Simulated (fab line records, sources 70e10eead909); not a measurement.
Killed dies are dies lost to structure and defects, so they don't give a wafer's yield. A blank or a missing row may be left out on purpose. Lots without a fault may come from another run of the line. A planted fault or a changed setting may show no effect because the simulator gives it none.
Chamber matching | flow nand_harc | NHARC_A_STAIRCASE_DEP_156 on pecvd-02: 3 sister chambers
The step deposits SiNx, target thk 50 nm. 20 wafers are shown with their chamber, then 10 later ones without.

WAFERS WITH THEIR CHAMBER
wafer  | chamber | heater_power_w (W) | heater_power_outer_w (W)
L074.1 | 1       | 603                | 328
L074.3 | 2       | 666                | 346
L074.6 | 2       | 674                | 353
L075.2 | 0       | 868                | 555
L075.3 | 1       | 497                | 258
L075.4 | 1       | 511                | 278
L078.2 | 1       | 500                | 277
L078.3 | 2       | 693                | 370
L078.5 | 1       | 499                | 275
L081.1 | 2       | 865                | 490
L081.2 | 0       | 912                | 595
L081.5 | 2       | 840                | 493
L083.2 | 1       | 560                | 321
L083.3 | 2       | 785                | 424
L083.6 | 1       | 554                | 320
L086.2 | 1       | 551                | 314
L086.4 | 0       | 980                | 616
L086.5 | 1       | 552                | 308
L087.2 | 0       | 839                | 509
L087.3 | 2       | 777                | 419

SIGNATURES (means of the wafers above)
reading              | chamber 0 | chamber 1 | chamber 2 | scatter within a chamber
heater_power_w       | 899.75    | 536.33    | 757.14    | 59.9
heater_power_outer_w | 568.75    | 297.67    | 413.57    | 44.9
Rule: a wafer's distance from a chamber is the root of the sum, over the readings, of the square of ((its reading less the chamber's mean) divided by the reading's scatter). The wafer belongs to the nearest chamber; if the next one is less than 2 further off, it can't be placed. The scatter: the root of (the sum of the squares of (reading less its chamber's mean) over the shown wafers, divided by (wafers less chambers)).

WAFERS WITHOUT THEIR CHAMBER
wafer  | heater_power_w (W) | heater_power_outer_w (W)
L087.4 | 478                | 269
L089.1 | 545                | 305
L089.3 | 979                | 629
L089.4 | 973                | 605
L090.4 | 927                | 576
L090.5 | 565                | 319
L090.6 | 711                | 391
L095.1 | 913                | 576
L095.4 | 555                | 328
L095.5 | 911                | 576

WHICH CHAMBER EACH WENT THROUGH
wafer  | from the rows above | in truth
L087.4 | 1                   | 1
L089.1 | 1                   | 1
L089.3 | 0                   | 0
L089.4 | 0                   | 0
L090.4 | 0                   | 0
L090.5 | 1                   | 1
L090.6 | 2                   | 2
L095.1 | 0                   | 0
L095.4 | 1                   | 1
L095.5 | 0                   | 0
Placed correctly: 10 of 10. Can't be placed from these rows: 0. Placed wrongly: 0.
